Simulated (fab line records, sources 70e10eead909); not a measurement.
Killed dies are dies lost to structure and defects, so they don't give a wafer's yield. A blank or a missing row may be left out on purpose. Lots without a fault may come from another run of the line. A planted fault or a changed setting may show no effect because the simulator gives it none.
fab line records | flow nand_harc
record lots=6 wafers=18 last_day=25
route steps=1159 shown THIN_TSV@1139 END@1159
lots that met no fault: from a run of the same line without faults
start_h: hours from the record's first day to the start of the lot's first wafer shown | wait_h: hours since the lot's step before | " the same as in the row above | L1.1+2: a row that stands for several wafers | - no value, or no start given | * or withheld: withheld | < > ~ a bound
route shown NAME@n: a module of which the file shows steps, and the number in the route of the first | usual: mean/standard deviation of fault-free wafers | same: alike in all rows | chamber/n: place in a boat | sites: the reading at each site | _std_site: their standard deviation | _edge_site: outer sites' mean less inner sites' | radius_mm: how far each site lies from the wafer's centre | mask NAME#n: copy n | behind: the tool/chamber that last shaped the wafer | hold: why the lot was held/for how many hours/how that ended | device: the transistor (n, p or np) that didn't switch | end of line: the same wafers' tests at the end of the route | a step without rows: its recipe alone | killed: dies lost to structure and defects at the first sort, not the wafer's yield | map: a wafer's dies, x killed, . not, _ none there
set.NAME: the setting as run; set.NAME@STEP: as run at that earlier step | model.NAME: the simulator's own value behind a step, which no gauge read
lots at some steps of the route; a table a step, a row a wafer
services: from which hour (start_h, from the record's first day; less than 0 if before it) a tool's chamber was out of use, for how many hours, and why
## steps
# step NHARC_THIN_TSV_PVD_24
# recipe target_thk_a=8000 power_w=withheld chamber_pressure_pa=withheld substrate_temp_c=withheld time_s=withheld gas=Ar material=Al
# step NHARC_THIN_TSV_DEHYDRATE_25
# recipe temp_c=150 time_s=120
# step NHARC_THIN_TSV_HMDS_26
# recipe time_s=30
# step NHARC_THIN_TSV_COAT_27
# recipe spin_rpm=*
# step NHARC_THIN_TSV_SOFTBAKE_28
# recipe temp_c=122 time_s=95
# step NHARC_THIN_TSV_EBR_29
# step NHARC_THIN_TSV_EXPOSE_30
# recipe na=0.55 dose_mj=11.47 mask_id=PAD
# step NHARC_THIN_TSV_PEB_31
# recipe peb_temp_c=118 peb_time_s=85
# step NHARC_THIN_TSV_DEVELOP_32
# recipe time_s=70
# step NHARC_THIN_TSV_CD_MEAS_33
# recipe target_cd_nm=5000 landing_energy_ev=500
# usual cd_nm=4999.1/2.3
# columns lot.wafer tool chamber start_h wait_h cd_nm
L805.2 cd_sem-02 0 486.57 - 4996.5
L805.3 " 0 " " 4996.4
L805.6 " 0 " " 4998.7
L812.2 cd_sem-02 0 508.70 - 4996.7
L812.4 " 0 " " 4999.4
L812.6 " 0 " " 5001.6
L815.1 cd_sem-03 0 542.62 - 5000.9
L815.4 " 0 " " 5001.8
L815.6 " 0 " " 4998.5
L816.1 cd_sem-03 0 551.14 - 5001.5
L816.2 " 0 " " 4998.2
L816.4 " 0 " " 5002.5
L821.2 cd_sem-03 0 564.94 - 4998.2
L821.3 " 0 " " 4998.8
L821.4 " 0 " " 5001.1
L820.1 cd_sem-03 0 580.07 - 4996.7
L820.2 " 0 " " 4998.1
L820.4 " 0 " " 5002.4
# step NHARC_THIN_TSV_HARDBAKE_34
# recipe temp_c=125 time_s=80
# step NHARC_THIN_TSV_DESCUM_35
# recipe time_s=3 o2_flow_sccm=200 ar_flow_sccm=0 bias_power_w=0 chemistry=O2
# usual drypump_motor_current_A=5.6/0.32 oes_product_au=0.995/0.011 rf_vpp_V=57.9/0.91 showerhead_plenum_p_Torr=1.91/0.089 throttle_valve_pct=11.311/0.0086
# columns lot.wafer tool chamber start_h wait_h drypump_motor_current_A oes_product_au rf_hours_counter_h rf_vpp_V showerhead_plenum_p_Torr throttle_valve_pct
L805.3 rie_diel-01 0 486.75 - 5.3 0.984 16 58.0 1.97 11.299
L805.2 " 1 " " 5.7 0.992 20 57.7 1.97 11.312
L805.6 " 0 " " 5.3 0.982 - 59.6 1.98 11.313
L812.2 rie_diel-07 3 508.85 - 5.9 1.022 6 59.6 1.85 11.316
L812.4 " 0 " " 5.2 0.993 6 58.0 2.00 11.296
L812.6 " 0 " " 5.2 1.001 - 58.2 2.00 11.309
L815.1 rie_diel-01 1 542.78 - 5.7 0.988 3 58.1 1.97 11.304
L815.4 " 3 " " 4.9 0.999 4 57.2 1.83 11.311
L815.6 " 2 " " 5.4 1.002 - 58.3 1.90 11.312
L816.1 rie_diel-01 3 551.31 - 4.9 0.996 5 57.1 1.83 11.305
L816.4 " 0 " " 5.3 0.980 5 56.8 1.97 11.319
L816.2 " 1 " " 5.7 0.987 5 57.7 1.96 11.316
L821.2 rie_diel-07 1 565.11 - 5.6 1.001 10 58.8 1.90 11.312
L821.4 " 2 " " 6.0 0.983 9 56.4 1.81 11.314
L821.3 " 3 " " 5.8 1.015 9 57.4 1.85 11.307
L820.1 rie_diel-11 1 580.24 - 5.6 1.007 2 59.1 2.05 11.307
L820.4 " 2 " " 6.0 1.014 2 57.1 1.78 11.298
L820.2 " 3 " " 5.7 1.006 2 57.0 1.82 11.308
# step NHARC_THIN_TSV_ETCH_59
# recipe target_depth_a=8800 icp_w=900 bias_w=100 Cl2_flow_sccm=60 bcl3_flow_sccm=30 time_s=138.1 chemistry=Cl2/BCl3
# usual drypump_motor_current_A=5.6/0.4 mfc_cl2_sccm=59.98/0.18 oes_product_au=1.007/0.0099 run_length_s=159.5/0.48 throttle_valve_pct=22.264/0.0089
# columns lot.wafer tool chamber start_h wait_h drypump_motor_current_A mfc_cl2_sccm oes_product_au rf_hours_counter_h run_length_s throttle_valve_pct
L805.2 rie_metal-02 0 486.87 0.1 4.8 60.03 1.000 0.3 159.5 22.256
L805.3 " 1 " " 5.9 59.89 1.002 - 159.7 22.257
L805.6 " 1 " " 5.9 59.88 0.993 - 160.0 22.261
L812.2 rie_metal-02 1 509.01 0.2 5.9 60.26 1.010 7.4 159.6 22.257
L812.4 " 0 " " 4.8 60.00 0.999 - 159.2 22.267
L812.6 " 0 " " 4.8 59.80 1.010 - 159.4 22.250
L815.1 rie_metal-03 0 542.94 0.1 6.2 60.22 1.011 1.0 159.2 22.251
L815.4 " 1 " " 5.8 59.86 1.031 - 172.4 22.261
L815.6 " 1 " " 5.9 59.83 1.033 - 172.4 22.259
L816.1 rie_metal-03 1 551.43 0.1 5.8 60.22 1.022 1.3 172.2 22.269
L816.2 " 0 " " 6.2 59.93 1.018 1.3 159.1 22.269
L816.4 " 0 " " 6.2 59.78 1.004 - 159.5 22.265
L821.2 rie_metal-01 0 565.22 0.1 5.3 60.11 1.007 1.5 158.9 22.258
L821.4 " 0 " " 5.3 59.86 1.001 - 158.9 22.268
L821.3 " 1 " " 5.6 59.87 0.973 - 159.8 22.290
L820.2 rie_metal-02 0 580.36 0.1 4.8 59.98 0.991 0.2 159.7 22.265
L820.1 " 1 " " 5.9 60.16 1.011 0.2 160.1 22.276
L820.4 " 1 " " 5.9 60.27 1.023 - 160.0 22.256
# step NHARC_THIN_TSV_ETCH_36
# recipe target_depth_a=650 over_etch_frac=0.3 time_s=18.571 ion_energy_ev=150 chemistry=Cl2/BCl3
# usual drypump_motor_current_A=5.6/0.4 oes_product_au=1.007/0.01 run_length_s=39.9/0.49
# same over_etch_frac=0.3
# columns lot.wafer tool chamber start_h wait_h drypump_motor_current_A oes_product_au rf_hours_counter_h run_length_s
L805.2 rie_metal-02 0 487.13 0.2 4.8 1.008 0.5 40.2
L805.3 " 0 " " 4.8 1.002 - 39.9
L805.6 " 0 " " 4.8 0.990 - 39.6
L812.2 rie_metal-02 0 509.24 0.2 4.8 1.009 1.8 39.6
L812.4 " 0 " " 4.8 1.006 - 40.3
L812.6 " 1 " " 5.9 1.019 - 40.6
L815.1 rie_metal-03 0 543.17 0.2 6.2 1.018 1.1 40.1
L815.4 " 1 " " 5.9 1.033 - 39.8
L815.6 " 1 " " 5.9 1.034 - 39.8
L816.1 rie_metal-03 0 551.69 0.2 6.2 1.005 1.4 39.9
L816.2 " 1 " " 5.9 1.030 1.4 40.1
L816.4 " 1 " " 5.9 1.033 - 40.5
L821.2 rie_metal-01 0 565.49 0.2 5.4 1.012 1.6 39.0
L821.3 " 1 " " 5.6 0.977 - 40.3
L821.4 " 0 " " 5.3 1.006 - 39.4
L820.2 rie_metal-02 0 580.61 0.2 4.8 0.995 0.4 40.0
L820.1 " 1 " " 5.9 1.013 0.4 40.1
L820.4 " 1 " " 5.9 1.016 - 40.0
# step NHARC_END_SORT_01
# recipe temp_c=25
# usual defect_limited_yield=95.3/1.6 killed_at_array=27/11 killed_at_other=0.7/1.1 killed_at_periphery=3.6/2.4 killed_dies=32/11 killed_open=3.3/1.8 killed_short=2.1/1.5 sort_bin_2_pct=1.4/0.64 sort_bin_3_pct=0.29/0.22 sort_bin_4_pct=3.0/1.1 sort_n_pass=645/11 sort_rim_yield_pct=95/3.5 sort_yield_pct=95.3/1.6
# same gross_dies=677 sort_bin_5_pct[%]=0 sort_bin_6_pct[%]=0 sort_bin_7_pct[%]=0 sort_bin_8_pct[%]=0 sort_rim_n_gross=106.00
# columns lot.wafer tool chamber start_h wait_h defect_limited_yield[%] killed_at_array killed_at_other killed_at_periphery killed_dies killed_open killed_short sort_bin_2_pct[%] sort_bin_3_pct[%] sort_bin_4_pct[%] sort_n_pass sort_rim_yield_pct[%] sort_yield_pct[%]
L805.2 prober-02 0 495.14 2.8 95.1 26 2 5 33 3 0 1.3 0.30 3.2 644 92 95.1
L805.3 prober-02 0 495.94 3.1 93.9 39 0 2 41 0 1 1.8 0.44 3.8 636 96 93.9
L805.6 prober-02 0 498.35 4.0 94.1 35 1 4 40 3 4 1.8 0.44 3.7 637 98 94.1
L816.1 prober-01 0 560.21 2.5 95.3 27 0 5 32 0 0 1.2 0.30 3.2 645 93 95.3
L816.2 prober-01 0 561.01 2.8 95.7 24 0 5 29 3 1 1.2 0.15 3.0 648 98 95.7
L816.4 prober-01 0 562.61 3.4 93.5 35 1 8 44 6 0 2.1 0.44 4.0 633 95 93.5
L821.2 prober-01 0 574.63 2.8 94.1 36 0 4 40 2 2 1.3 0.59 4.0 637 99 94.1
L821.3 prober-01 0 575.42 3.1 95.6 26 1 3 30 1 2 0.9 0.30 3.2 647 95 95.6
L821.4 prober-01 0 576.21 3.4 95.9 26 0 2 28 3 1 1.8 0.30 2.1 649 95 95.9
# killed by level:class
L805.2 A_CHANNEL_HOLE_D1:chamber_film_flake=13 A_SLIT:chamber_film_flake=6 A_STAIRCASE:chamber_film_flake=4 P_GATE:chamber_film_flake=2 A_CONTACT:chamber_film_flake=2 THIN_TSV:chamber_film_flake=2 P_GATE:geometric_particle:open=1 P_CONTACT:geometric_particle:open=1
L805.3 A_CHANNEL_HOLE_D1:chamber_film_flake=17 A_SLIT:chamber_film_flake=11 A_CONTACT:chamber_film_flake=4 A_ZERO_WELL:chamber_film_flake=3 A_STAIRCASE:chamber_film_flake=3 A_CHANNEL_FILL_D1:geometric_particle:short=1 P_ZERO_WELL:chamber_film_flake=1 P_GATE:chamber_film_flake=1
L805.6 A_CHANNEL_HOLE_D1:chamber_film_flake=16 A_SLIT:chamber_film_flake=10 A_CONTACT:chamber_film_flake=3 A_WL_FILL:geometric_particle:short=2 P_ZERO_WELL:chamber_film_flake=2 P_CONTACT:geometric_particle:open=1 P_M0:geometric_particle:short=1 A_ONON_D1:geometric_particle:open=1
L816.1 A_SLIT:chamber_film_flake=11 A_CONTACT:chamber_film_flake=7 P_GATE:chamber_film_flake=4 A_CHANNEL_HOLE_D1:chamber_film_flake=4 A_ZERO_WELL:chamber_film_flake=3 P_STI:chamber_film_flake=1 A_WL_FILL:chamber_film_flake=1 A_M1:chamber_film_flake=1
L816.2 A_SLIT:chamber_film_flake=12 A_CONTACT:chamber_film_flake=5 A_CHANNEL_HOLE_D1:chamber_film_flake=4 P_GATE:chamber_film_flake=2 P_M0:geometric_particle:short=1 P_M0:geometric_particle:open=1 A_BLC:geometric_particle:open=1 A_M0:geometric_particle:open=1
L816.4 A_SLIT:chamber_film_flake=21 A_CONTACT:chamber_film_flake=6 P_STI:chamber_film_flake=4 A_CHANNEL_HOLE_D1:chamber_film_flake=4 P_GATE:chamber_film_flake=2 P_CONTACT:geometric_particle:open=1 P_M0:geometric_particle:open=1 A_ONON_D1:geometric_particle:open=1
L821.2 A_SLIT:chamber_film_flake=24 A_CHANNEL_HOLE_D1:chamber_film_flake=6 P_GATE:chamber_film_flake=3 A_WL_FILL:geometric_particle:short=2 A_SLIT:geometric_particle:open=1 A_WL_FILL:geometric_particle:open=1 P_ZERO_WELL:chamber_film_flake=1 A_ZERO_WELL:chamber_film_flake=1
L821.3 A_SLIT:chamber_film_flake=18 A_CHANNEL_HOLE_D1:chamber_film_flake=4 P_GATE:chamber_film_flake=2 P_GATE:geometric_particle:short=1 A_ONON_D1:geometric_particle:open=1 A_ONON_D1:geometric_particle:short=1 A_STAIRCASE:chamber_film_flake=1 A_WL_FILL:chamber_film_flake=1
L821.4 A_SLIT:chamber_film_flake=12 A_CHANNEL_HOLE_D1:chamber_film_flake=7 P_GATE:chamber_film_flake=2 A_SOURCE_PLATE:geometric_particle:short=1 A_WL_FILL:geometric_particle:open=1 A_CONTACT:geometric_particle:open=1 A_M0:geometric_particle:open=1 A_ZERO_WELL:chamber_film_flake=1
## services
# columns tool chamber start_h hours kind
rie_metal-03 - 470.07 0.4 repair
rie_diel-01 0 470.80 - clean
rie_diel-01 1 470.80 - clean
rie_diel-01 2 470.80 - clean
rie_diel-01 3 470.80 - clean
rie_metal-02 - 480.54 0.4 repair
rie_diel-01 - 491.80 9.0 pm
rie_diel-01 0 491.80 9.0 vent_cycle
rie_diel-07 2 492.87 3.4 repair
rie_metal-03 - 500.49 9.0 pm
rie_metal-03 0 500.49 9.0 vent_cycle
rie_metal-03 1 500.49 9.0 vent_cycle
rie_metal-01 - 509.00 9.0 pm
rie_metal-03 0 509.49 - clean
rie_metal-03 1 509.49 - clean
rie_diel-11 0 533.59 15.8 repair
rie_metal-01 1 542.88 20.6 repair
rie_diel-11 - 543.50 9.0 pm
rie_diel-07 3 558.34 3.8 repair
rie_metal-02 - 565.00 9.0 pm
rie_metal-02 0 565.00 9.0 vent_cycle
rie_metal-02 1 565.00 9.0 vent_cycle
rie_metal-02 0 574.00 - clean
rie_metal-02 1 574.00 - clean
## key
first_sign step=NHARC_THIN_TSV_ETCH_59 reading=run_length_s direction=up sigmas=26 usual=* struck=*
effect none on later readings
met_at NHARC_THIN_TSV_ETCH_59
struck_wafers L815.4,L815.6,L816.1
fault kind=process_parameter_drift tool=rie_metal-03 chamber=1 onset_h=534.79 steps=NHARC_THIN_TSV_ETCH_59 channel=time_s offset=* shape=step end_h=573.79 acts_in=* stated=*
